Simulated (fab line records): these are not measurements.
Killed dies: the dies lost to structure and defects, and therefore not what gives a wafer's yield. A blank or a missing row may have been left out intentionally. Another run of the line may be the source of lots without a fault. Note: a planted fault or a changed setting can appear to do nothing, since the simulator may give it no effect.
Which tool is to blame? ; flow n5 finfet ; 30 wafers from 10 lots sampled at 6 of the route's 1938 steps

WHAT THE GAUGES SHOWED, per wafer
N5_BEOL_M4_RC_MEAS_101.
lot;measured;on;DIBL_N (mV/V)
L846;day 7 21:32;prober-01;35.2 33.2 33.7
L847;day 8 05:31;prober-01;33.3 35.7 35.2
L849;day 8 11:33;prober-02;36.9 36.9 34.7
L850;day 8 13:30;prober-01;36.4 35.6 35.0
L854;day 9 16:02;prober-02;36.1 36.3 36.6
L856;day 10 11:10;prober-02;32.3 34.6 34.7
L858;day 10 22:46;prober-02;35.4 33.6 35.8
L862;day 11 23:07;prober-02;38.2 37.0 34.4
L864;day 12 11:52;prober-01;34.1 33.2 32.0
L868;day 13 10:40;prober-01;35.1 36.1 35.9

WHAT TOOL EACH LOT RAN ON (gives the tool, then ch and the chambers of the sampled wafers, and finally the start)
lot;N5_BEOL_M3_SPUTTER_86;N5_BEOL_M3_ANNEAL_95;N5_BEOL_M3_SPUTTER_96;N5_BEOL_M3_ECD_50;N5_BEOL_M3_CMP_52
L846;pvd sputter-03, day 7 08:41;pvd sputter-03, day 7 09:38;pvd sputter-03, day 7 09:47;ecd cu-01 ch 0, day 7 09:55;cmp-03 ch 0,2, day 7 10:20
L847;pvd sputter-02, day 7 16:17;pvd sputter-02, day 7 17:14;pvd sputter-02, day 7 17:23;ecd cu-02 ch 0,1, day 7 17:29;cmp-03 ch 0,1, day 7 17:52
L849;pvd sputter-02, day 7 20:49;pvd sputter-02, day 7 21:47;pvd sputter-02, day 7 21:55;ecd cu-02 ch 0,1, day 7 22:02;cmp-04 ch 1,2,3, day 7 22:38
L850;pvd sputter-01, day 8 02:06;pvd sputter-01, day 8 03:04;pvd sputter-01, day 8 03:12;ecd cu-02 ch 1, day 8 03:19;cmp-01 ch 0,1,2, day 8 03:46
L854;pvd sputter-01, day 9 06:00;pvd sputter-01, day 9 06:58;pvd sputter-01, day 9 07:06;ecd cu-01 ch 0,1, day 9 07:13;cmp-04 ch 0,2, day 9 07:39
L856;pvd sputter-01, day 10 00:28;pvd sputter-01, day 10 01:25;pvd sputter-01, day 10 01:34;ecd cu-01 ch 0,1, day 10 01:41;cmp-01 ch 1,2,3, day 10 02:05
L858;pvd sputter-03, day 10 08:40;pvd sputter-03, day 10 09:38;pvd sputter-03, day 10 09:46;ecd cu-01 ch 0,1, day 10 09:53;cmp-01 ch 0,1,3, day 10 10:36
L862;pvd sputter-03, day 11 04:50;pvd sputter-03, day 11 05:48;pvd sputter-03, day 11 05:56;ecd cu-01 ch 0,1, day 11 06:04;cmp-01 ch 1,2,3, day 11 06:31
L864;pvd sputter-03, day 12 00:30;pvd sputter-03, day 12 01:28;pvd sputter-03, day 12 01:36;ecd cu-01 ch 1, day 12 01:43;cmp-01 ch 1,3, day 12 02:08
L868;pvd sputter-03, day 12 13:33;pvd sputter-03, day 12 14:31;pvd sputter-03, day 12 14:39;ecd cu-01 ch 0,1, day 12 14:46;cmp-03 ch 0,1,2, day 12 15:09
- N5_BEOL_M3_SPUTTER_86: material Cu, target thk 4.5 nm, time 8.29 s.
- N5_BEOL_M3_ANNEAL_95: time 240 s.
- N5_BEOL_M3_SPUTTER_96: material Cu, target thk 4.5 nm, time 8.29 s.
- N5_BEOL_M3_ECD_50: material Cu, target thk 300 nm.
- N5_BEOL_M3_CMP_52: polishes, stops on SiOC, t overpolish 6.8 s, target thk 40 nm.

THE ANSWER, worked out from the rows above alone
Rule: the usual values come from the lots themselves. The widest of any qualifying gaps counts: lots, ordered by their means at a reading, are off when they make up no more than a third of the lots, leave a main group of 4 or more, and stand apart from it by 3 or more times the standard deviation of that group's means. Not used: any main group whose means are identical at the precision the tables above print for the reading. Also off: a lot with no number at a reading for which 4 or more lots have one. Where the step has rows for the other lots, those lots are counted as sound.
Across all readings shown, no lot is off: no conclusion can be drawn from this.

WHAT HAD BEEN PUT IN BY THE SIMULATOR
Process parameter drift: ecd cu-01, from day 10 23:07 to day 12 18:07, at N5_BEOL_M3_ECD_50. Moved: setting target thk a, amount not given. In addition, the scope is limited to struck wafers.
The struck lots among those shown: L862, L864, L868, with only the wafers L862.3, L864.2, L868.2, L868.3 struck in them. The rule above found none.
